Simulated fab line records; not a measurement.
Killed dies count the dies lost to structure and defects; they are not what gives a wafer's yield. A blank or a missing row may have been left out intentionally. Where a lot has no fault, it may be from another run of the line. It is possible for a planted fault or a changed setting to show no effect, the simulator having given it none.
Split-lot trial :: flow n5_finfet :: on a route of 1938 steps: 7 lots, 39 wafers read

SPLIT DETAILS
At N5_PMOS_HMC_CHANNEL_EPI_HM_DEP_34 (deposits SiO2 from TEOS/O2, target thk 36 nm, time 6.9 s), the setting time_s was moved away from the recipe's 6.9 s on 12 of the 39 wafers read, by -43.3% to +53.5%. This setting was run at the recipe's value on the other wafers.

The reading is taken at the split's own step.

THE READING
SiO2_of_PMOS_HMC_CHANNEL_EPI_HM_DEP_34.thk_nm (the simulator's own value, which no gauge read), in nm, at N5_PMOS_HMC_CHANNEL_EPI_HM_DEP_34 (deposits SiO2 from TEOS/O2, target thk 36 nm, time 6.9 s). The file does not state a usual value for it. The 27 wafers here that ran the recipe average 35.99 nm, standard deviation 0.46 nm.

wafer: L076.1
tool, chamber at the split: pecvd-01, 0
time_s as run, s: 9.911
against the recipe: +43.6%
SiO2_of_PMOS_HMC_CHANNEL_EPI_HM_DEP_34.thk_nm, nm: 50.48
against lot-mates on the recipe: +14.56

wafer: L076.2
tool, chamber at the split: pecvd-01, 1
time_s as run, s: 9.911
against the recipe: +43.6%
SiO2_of_PMOS_HMC_CHANNEL_EPI_HM_DEP_34.thk_nm, nm: 50.14
against lot-mates on the recipe: +14.22

wafer: L076.3
tool, chamber at the split: pecvd-01, 2
time_s as run, s: 6.9
against the recipe: recipe
SiO2_of_PMOS_HMC_CHANNEL_EPI_HM_DEP_34.thk_nm, nm: 35.45
against lot-mates on the recipe: -

wafer: L076.4
tool, chamber at the split: pecvd-01, 1
time_s as run, s: 6.9
against the recipe: recipe
SiO2_of_PMOS_HMC_CHANNEL_EPI_HM_DEP_34.thk_nm, nm: 36.08
against lot-mates on the recipe: -

wafer: L076.5
tool, chamber at the split: pecvd-01, 0
time_s as run, s: 9.911
against the recipe: +43.6%
SiO2_of_PMOS_HMC_CHANNEL_EPI_HM_DEP_34.thk_nm, nm: 51
against lot-mates on the recipe: +15.08

wafer: L076.6
tool, chamber at the split: pecvd-01, 2
time_s as run, s: 6.9
against the recipe: recipe
SiO2_of_PMOS_HMC_CHANNEL_EPI_HM_DEP_34.thk_nm, nm: 36.24
against lot-mates on the recipe: -

wafer: L082.1
tool, chamber at the split: pecvd-01, 1
time_s as run, s: 6.9
against the recipe: recipe
SiO2_of_PMOS_HMC_CHANNEL_EPI_HM_DEP_34.thk_nm, nm: 36.05
against lot-mates on the recipe: -

wafer: L082.2
tool, chamber at the split: pecvd-01, 2
time_s as run, s: 6.9
against the recipe: recipe
SiO2_of_PMOS_HMC_CHANNEL_EPI_HM_DEP_34.thk_nm, nm: 36.12
against lot-mates on the recipe: -

wafer: L082.3
tool, chamber at the split: pecvd-01, 0
time_s as run, s: 6.9
against the recipe: recipe
SiO2_of_PMOS_HMC_CHANNEL_EPI_HM_DEP_34.thk_nm, nm: 36.13
against lot-mates on the recipe: -

wafer: L082.4
tool, chamber at the split: pecvd-01, 0
time_s as run, s: 6.9
against the recipe: recipe
SiO2_of_PMOS_HMC_CHANNEL_EPI_HM_DEP_34.thk_nm, nm: 36.78
against lot-mates on the recipe: -

wafer: L082.5
tool, chamber at the split: pecvd-01, 2
time_s as run, s: 6.9
against the recipe: recipe
SiO2_of_PMOS_HMC_CHANNEL_EPI_HM_DEP_34.thk_nm, nm: 36.54
against lot-mates on the recipe: -

wafer: L082.6
tool, chamber at the split: pecvd-01, 1
time_s as run, s: 6.9
against the recipe: recipe
SiO2_of_PMOS_HMC_CHANNEL_EPI_HM_DEP_34.thk_nm, nm: 36.48
against lot-mates on the recipe: -

wafer: L086.1
tool, chamber at the split: pecvd-02, 1
time_s as run, s: 3.913
against the recipe: -43.3%
SiO2_of_PMOS_HMC_CHANNEL_EPI_HM_DEP_34.thk_nm, nm: 20.41
against lot-mates on the recipe: -14.91

wafer: L086.2
tool, chamber at the split: pecvd-02, 2
time_s as run, s: 6.9
against the recipe: recipe
SiO2_of_PMOS_HMC_CHANNEL_EPI_HM_DEP_34.thk_nm, nm: 34.82
against lot-mates on the recipe: -

wafer: L086.3
tool, chamber at the split: pecvd-02, 0
time_s as run, s: 6.9
against the recipe: recipe
SiO2_of_PMOS_HMC_CHANNEL_EPI_HM_DEP_34.thk_nm, nm: 35.65
against lot-mates on the recipe: -

wafer: L086.4
tool, chamber at the split: pecvd-02, 1
time_s as run, s: 3.913
against the recipe: -43.3%
SiO2_of_PMOS_HMC_CHANNEL_EPI_HM_DEP_34.thk_nm, nm: 20.44
against lot-mates on the recipe: -14.88

wafer: L086.5
tool, chamber at the split: pecvd-02, 2
time_s as run, s: 3.913
against the recipe: -43.3%
SiO2_of_PMOS_HMC_CHANNEL_EPI_HM_DEP_34.thk_nm, nm: 20.59
against lot-mates on the recipe: -14.73

wafer: L086.6
tool, chamber at the split: pecvd-02, 0
time_s as run, s: 6.9
against the recipe: recipe
SiO2_of_PMOS_HMC_CHANNEL_EPI_HM_DEP_34.thk_nm, nm: 35.49
against lot-mates on the recipe: -

wafer: L088.1
tool, chamber at the split: pecvd-02, 2
time_s as run, s: 6.9
against the recipe: recipe
SiO2_of_PMOS_HMC_CHANNEL_EPI_HM_DEP_34.thk_nm, nm: 35.81
against lot-mates on the recipe: -

wafer: L088.2
tool, chamber at the split: pecvd-02, 0
time_s as run, s: 6.9
against the recipe: recipe
SiO2_of_PMOS_HMC_CHANNEL_EPI_HM_DEP_34.thk_nm, nm: 35.66
against lot-mates on the recipe: -

wafer: L088.3
tool, chamber at the split: pecvd-02, 1
time_s as run, s: 6.9
against the recipe: recipe
SiO2_of_PMOS_HMC_CHANNEL_EPI_HM_DEP_34.thk_nm, nm: 36.26
against lot-mates on the recipe: -

wafer: L088.4
tool, chamber at the split: pecvd-02, 2,0
time_s as run, s: 6.9
against the recipe: recipe
SiO2_of_PMOS_HMC_CHANNEL_EPI_HM_DEP_34.thk_nm, nm: 36.12
against lot-mates on the recipe: -

wafer: L088.6
tool, chamber at the split: pecvd-02, 2,0
time_s as run, s: 6.9
against the recipe: recipe
SiO2_of_PMOS_HMC_CHANNEL_EPI_HM_DEP_34.thk_nm, nm: 36.12
against lot-mates on the recipe: -

wafer: L088.5
tool, chamber at the split: pecvd-02, 1
time_s as run, s: 6.9
against the recipe: recipe
SiO2_of_PMOS_HMC_CHANNEL_EPI_HM_DEP_34.thk_nm, nm: 36.32
against lot-mates on the recipe: -

wafer: L089.1
tool, chamber at the split: pecvd-02, 0
time_s as run, s: 6.9
against the recipe: recipe
SiO2_of_PMOS_HMC_CHANNEL_EPI_HM_DEP_34.thk_nm, nm: 35.43
against lot-mates on the recipe: -

wafer: L089.2
tool, chamber at the split: pecvd-02, 2
time_s as run, s: 6.9
against the recipe: recipe
SiO2_of_PMOS_HMC_CHANNEL_EPI_HM_DEP_34.thk_nm, nm: 35.47
against lot-mates on the recipe: -

wafer: L089.3
tool, chamber at the split: pecvd-02, 1
time_s as run, s: 8.14
against the recipe: +18.0%
SiO2_of_PMOS_HMC_CHANNEL_EPI_HM_DEP_34.thk_nm, nm: 41.75
against lot-mates on the recipe: +6.25

wafer: L089.4
tool, chamber at the split: pecvd-02, 0
time_s as run, s: 8.14
against the recipe: +18.0%
SiO2_of_PMOS_HMC_CHANNEL_EPI_HM_DEP_34.thk_nm, nm: 42.11
against lot-mates on the recipe: +6.61

wafer: L089.5
tool, chamber at the split: pecvd-02, 1
time_s as run, s: 8.14
against the recipe: +18.0%
SiO2_of_PMOS_HMC_CHANNEL_EPI_HM_DEP_34.thk_nm, nm: 42.16
against lot-mates on the recipe: +6.66

wafer: L089.6
tool, chamber at the split: pecvd-02, 2
time_s as run, s: 6.9
against the recipe: recipe
SiO2_of_PMOS_HMC_CHANNEL_EPI_HM_DEP_34.thk_nm, nm: 35.59
against lot-mates on the recipe: -

wafer: L091.1
tool, chamber at the split: pecvd-01, 1
time_s as run, s: 10.59
against the recipe: +53.5%
SiO2_of_PMOS_HMC_CHANNEL_EPI_HM_DEP_34.thk_nm, nm: 53.7
against lot-mates on the recipe: +17.84

wafer: L091.2
tool, chamber at the split: pecvd-01, 0
time_s as run, s: 10.59
against the recipe: +53.5%
SiO2_of_PMOS_HMC_CHANNEL_EPI_HM_DEP_34.thk_nm, nm: 53.37
against lot-mates on the recipe: +17.51

wafer: L091.3
tool, chamber at the split: pecvd-01, 2
time_s as run, s: 10.59
against the recipe: +53.5%
SiO2_of_PMOS_HMC_CHANNEL_EPI_HM_DEP_34.thk_nm, nm: 53.65
against lot-mates on the recipe: +17.79

wafer: L091.4
tool, chamber at the split: pecvd-01, 1
time_s as run, s: 6.9
against the recipe: recipe
SiO2_of_PMOS_HMC_CHANNEL_EPI_HM_DEP_34.thk_nm, nm: 35.82
against lot-mates on the recipe: -

wafer: L091.5
tool, chamber at the split: pecvd-01, 0
time_s as run, s: 6.9
against the recipe: recipe
SiO2_of_PMOS_HMC_CHANNEL_EPI_HM_DEP_34.thk_nm, nm: 35.77
against lot-mates on the recipe: -

wafer: L091.6
tool, chamber at the split: pecvd-01, 2
time_s as run, s: 6.9
against the recipe: recipe
SiO2_of_PMOS_HMC_CHANNEL_EPI_HM_DEP_34.thk_nm, nm: 35.98
against lot-mates on the recipe: -

wafer: L095.4
tool, chamber at the split: pecvd-02, 0
time_s as run, s: 6.9
against the recipe: recipe
SiO2_of_PMOS_HMC_CHANNEL_EPI_HM_DEP_34.thk_nm, nm: 36.24
against lot-mates on the recipe: -

wafer: L095.5
tool, chamber at the split: pecvd-02, 1
time_s as run, s: 6.9
against the recipe: recipe
SiO2_of_PMOS_HMC_CHANNEL_EPI_HM_DEP_34.thk_nm, nm: 37.05
against lot-mates on the recipe: -

wafer: L095.6
tool, chamber at the split: pecvd-02, 2
time_s as run, s: 6.9
against the recipe: recipe
SiO2_of_PMOS_HMC_CHANNEL_EPI_HM_DEP_34.thk_nm, nm: 36.39
against lot-mates on the recipe: -
Rows listing several chambers each stand for several wafers; the file does not say which wafer went through which chamber.

THE FIT
A straight line over all 39 wafers: SiO2_of_PMOS_HMC_CHANNEL_EPI_HM_DEP_34.thk_nm changes by +0.34 nm for each +1% of time_s; r = +1.00; the points scatter about the line by 0.49 nm.
The same after taking each lot's own level away (the mean of its wafers on the recipe; 39 wafers): +0.337 nm for each +1%; r = +1.00; scatter 0.31 nm.
The reading moves by 18 nm for the largest change in time_s, on that fit.
From 35.320 to 36.560 nm: that is the span of the lots' own levels, equal to 2.7 times the standard deviation above.
The two slopes are in agreement: the lot-to-lot level therefore moves the slope only a little.
Check: with one of the wafers moved furthest among these (+53.5%) left out of the fit, the line predicts +18 nm for it against its lot-mates. It came out at +17.8 nm against them.

FILE'S OWN FIT
SiO2_of_PMOS_HMC_CHANNEL_EPI_HM_DEP_34.thk_nm changes by +0.337 nm for each +1% of time_s, r = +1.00.
